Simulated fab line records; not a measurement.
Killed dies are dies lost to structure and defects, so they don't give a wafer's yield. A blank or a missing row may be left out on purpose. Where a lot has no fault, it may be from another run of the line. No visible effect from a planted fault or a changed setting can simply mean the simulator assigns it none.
A lot that was struck, set against a sound lot + flow n5_finfet + 27 out of 1938 route steps
Sound: wafers L155.3, L155.4, L155.5. Struck: wafer L162.5 (left out: L162.3, L162.4 of the same lot, which were not struck); the cause appears at the end.
Each step with rows lists, per side, the tool, then ch with its chambers, then its first start. Under that, the readings that differ: sound wafers + struck wafers + difference of the means + sigmas: that difference in standard deviations of wafers without a fault.
alike: readings with means less than 2 such deviations apart, plus words and numbers identical on both sides. not compared: withheld readings, readings lacking a value on some wafer, bounds such as >300 that could conceal the same value, and numbers that have no deviation in the record and whose values overlap.
A row with sigmas, a row that says differs or no value, or rows on one side alone: a step with any of these is where the two part. Numbers that have no deviation but don't overlap get no sigmas and don't part them. Lack of a reading on every wafer of one side parts them only where that side has two or more wafers.

first, 3 steps without rows for these wafers: N5_STI_FIN_REVEAL_ALD_14 (deposits Si3N4, target thk 3 nm); N5_STI_FIN_REVEAL_FCVD_FILL_01 (material SiO2 flowable, target thk 312 nm, time 512.2 s); N5_STI_FIN_REVEAL_DENSIFY_02 (time 1800 s).
N5_STI_FIN_REVEAL_CMP_04: polishes, stops on Si3N4, t overpolish 4 s, target thk 131.83 nm.
  sound on cmp-03 ch 0,1,2, day 3 22:34; struck on cmp-04 ch 3, day 5 17:26
  alike: motor_current_A, overpolish_run_s, time_to_endpoint_s
N5_STI_FIN_REVEAL_THK_MEAS_05:
  sound on film_metro-01 at day 3 22:49; struck on film_metro-01 at day 5 17:44
  alike: thk_nm
N5_STI_FIN_REVEAL_DENSIFY_30:
  sound on rtp_anneal-02 ch 0, day 3 22:54; struck on rtp_anneal-01 ch 0, day 5 17:52
  alike: lamp_power_pct, lamp_zone_1_pct, lamp_zone_5_pct
  not compared: wafer_temp_C_max
then, 1 step without rows for these wafers: N5_STI_FIN_REVEAL_ETCHBACK_08 (etches SiO2 in C4F6/O2, target depth 30.5 nm, time 10.167 s).
N5_STI_FIN_REVEAL_STRIP_24: strips in N2/H2, time 90 s.
  sound on rie_diel-06 ch 0,1,3, day 3 23:09; struck on rie_diel-06 ch 3, day 5 18:05
  alike: drypump_motor_current_A, oes_product_au, rf_vpp_V, showerhead_plenum_p_Torr, temp_c, throttle_valve_pct
  not compared: rf_hours_counter_h
then, 4 steps without rows for these wafers: N5_STI_FIN_REVEAL_PRECLEAN_25 (cleans in SPM, time 90 s); N5_STI_FIN_REVEAL_PRECLEAN_26 (cleans in SC1, time 45 s); N5_STI_FIN_REVEAL_PRECLEAN_29 (cleans in DHF, time 30 s); N5_STI_FIN_REVEAL_SRD_12 (time 30 s).
N5_STI_FIN_REVEAL_RECESS_09: chemistry HF/NH3, target SiO2, afs cycles 11, target depth 42.5 nm, sublimation time 60 s.
  sound on vapor_etch-01 ch 0,1, day 3 23:53; struck on vapor_etch-02 ch 1, day 5 18:50
  alike: drypump_motor_current_A, temp_c
then, 3 steps without rows for these wafers: N5_STI_FIN_REVEAL_STRIP_16 (strips SiNx in H3PO4, target depth 23.8 nm); N5_STI_FIN_REVEAL_PRECLEAN_17 (cleans in NF3:NH3, afs cycles 1, time 20 s, sublimation time 60 s); N5_STI_FIN_REVEAL_ETCH_34 (etches Si in H2, material Si, target depth 0.97 nm).
N5_STI_FIN_REVEAL_OXIDATION_31: chemistry O2 PLASMA REMOTE, time 20 s.
  sound on plasma_asher-02 ch 0,1, day 4 01:32; struck on plasma_asher-01 ch 1, day 5 20:28
| reading            | sound       | struck | difference | sigmas |
|--------------------|-------------|--------|------------|--------|
| heater_power_w (W) | 147 149 145 | 136    | -11        | -3     |
  alike: drypump_motor_current_A, temp_c
  not compared: rf_hours_counter_h
then, 3 steps without rows for these wafers: N5_STI_FIN_REVEAL_PRECLEAN_32 (cleans in NF3:NH3, afs cycles 1, time 20 s, sublimation time 60 s); N5_STI_FIN_REVEAL_STRIP_35 (strips Si3N4 in H3PO4, target depth 4 nm, time 39 s); N5_STI_FIN_REVEAL_SRD_21 (time 30 s).
N5_STI_FIN_REVEAL_OXIDATION_33: chemistry O2 PLASMA REMOTE, time 20 s.
  sound on plasma_asher-02 ch 0,1, day 4 01:53; struck on plasma_asher-01 ch 1, day 5 20:50
| reading            | sound                | struck | difference | sigmas |
|--------------------|----------------------|--------|------------|--------|
| heater_power_w (W) | 149 141 147          | 137    | -9         | -2     |
| temp_c (C)         | 150.00 150.25 149.92 | 150.33 | +0.27      | +2     |
  alike: drypump_motor_current_A
  not compared: rf_hours_counter_h
then, 2 steps without rows for these wafers: N5_STI_FIN_REVEAL_CLEAN_19 (cleans in O3/DIW, time 120 s); N5_STI_FIN_REVEAL_SRD_23 (time 30 s).
N5_STI_FIN_REVEAL_CD_MEAS_22: target cd 6.238 nm, pitch 28 nm.
  sound on cd_sem-01 at day 4 02:02; struck on cd_sem-02 at day 5 20:59
  alike: cd_nm
N5_STI_FIN_REVEAL_FIN_H_MEAS_10:
  sound on ocd-02 at day 4 02:04; struck on ocd-01 at day 5 21:01
| reading              | sound          | struck | difference | sigmas |
|----------------------|----------------|--------|------------|--------|
| trench_depth_nm (nm) | 51.7 52.6 52.7 | 54.9   | +2.6       | +4     |
then, 1 step without rows for these wafers: N5_STI_FIN_REVEAL_PRECLEAN_18 (cleans in SC2, time 45 s).
N5_PASSIVATION_PROBE_49:
  the record has rows for the sound wafers here (prober-02, day 15 16:49) and none for the struck ones

== WHERE THEY PART ==
First at N5_STI_FIN_REVEAL_OXIDATION_31; last, within this record, at N5_PASSIVATION_PROBE_49.

WHY: the cause the simulator had injected
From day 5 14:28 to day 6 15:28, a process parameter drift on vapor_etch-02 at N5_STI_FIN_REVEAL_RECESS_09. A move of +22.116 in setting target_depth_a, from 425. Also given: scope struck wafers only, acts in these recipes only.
